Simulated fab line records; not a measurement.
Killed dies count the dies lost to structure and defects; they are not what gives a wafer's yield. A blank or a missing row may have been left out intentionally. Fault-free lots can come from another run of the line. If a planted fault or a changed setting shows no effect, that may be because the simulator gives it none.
8D (eight disciplines) problem report, filled in by code + flow n5Finfet + the parts of the form that need people (team, actions taken, sign-off) are left out

1. WHAT IS WRONG
At N5_BEOL_M5_CO_CAP_78, runLengthS averages 157.6 s over 3 wafers from 3 lots, while fault-free wafers read 124.8 s, standard deviation 0.56. That puts it +59 standard deviations away from the usual mean.
The step: material Co, precursor CCTBA/H2, target thk 2 nm, time 102.1 s.
First seen on wafer L730.2, day 12 01:08, on cvdCo-01. Wafers with a number at this step in the record: 37, from 13 lots. The rule behind "out" and "out of limits": a value lying over 4 standard deviations away from the usual mean. Any other wafer with a number is counted as sound.

2. WHAT IT IS AND WHAT IT IS NOT
| question                    | is                     | is not                                                                                       |
|-----------------------------|------------------------|----------------------------------------------------------------------------------------------|
| which readings at this step | runLengthS             | heaterPowerW                                                                                 |
| which lots                  | L730, L732, L735       | L719, L721, L722, L723, L725, L727, L728, L740, L741, L742                                   |
| which wafers of those lots  | L730.2, L732.2, L735.4 | L730.6, L732.3, L735.3, L735.6                                                               |
| read on which tools         | cvdCo-01               | cvdCo-02                                                                                     |
| when                        | from day 12 01:08      | up to then (22 sound wafers); but 12 sound wafers of L732, L735, L740, L741, L742 came after |

3. SUSPECTS, AND WHAT RULES EACH OUT
Counting: a tool at a process step up to the reading stays a suspect if it ran every lot that is out. Sound lots after the first of them don't rule it out here, since some wafers of a struck lot are sound.
- cvdCo-01 at N5_BEOL_M5_CO_CAP_78 (material Co, precursor CCTBA/H2, target thk 2 nm, time 102.1 s): kept. It processed each lot that is out (first: L730, day 12 01:08); up to then, its last sound lot is L727 (day 10 22:35). Its own runLengthS readings are out on those wafers.
Remaining after the count: cvdCo-01 at N5_BEOL_M5_CO_CAP_78.

4. THE CAUSE (what the simulator had put in)
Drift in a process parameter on cvdCo-01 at N5_BEOL_M5_CO_CAP_78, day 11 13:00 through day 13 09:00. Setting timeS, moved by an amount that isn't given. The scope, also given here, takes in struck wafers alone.
After counting, this tool was the only one left.

5. THE CHAIN OF EFFECTS, in route order
One row per reading whose mean, taken over the struck wafers that have a number, lies over 3 standard deviations from the usual. Readings are gone through only where the record gives a usual standard deviation; hours: the median, over the lots, of the time from a lot's start at the first step in this table giving one to that lot's start at this step; sigmas: the change measured in usual standard deviations.
| hours | step                 | reading    | usual   | on struck wafers | change | sigmas |
|-------|----------------------|------------|---------|------------------|--------|--------|
| 0     | N5_BEOL_M5_CO_CAP_78 | runLengthS | 124.8 s | 157.6            | +32.8  | +59    |
It contains these process steps:
- N5_BEOL_M5_CO_CAP_78: material Co, precursor CCTBA/H2, target thk 2 nm, time 102.1 s.

6. HOW IT WOULD HAVE BEEN CAUGHT EARLIER
In this record the first reading out of limits was taken at day 12 01:08, 12 hours after the fault began at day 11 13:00.
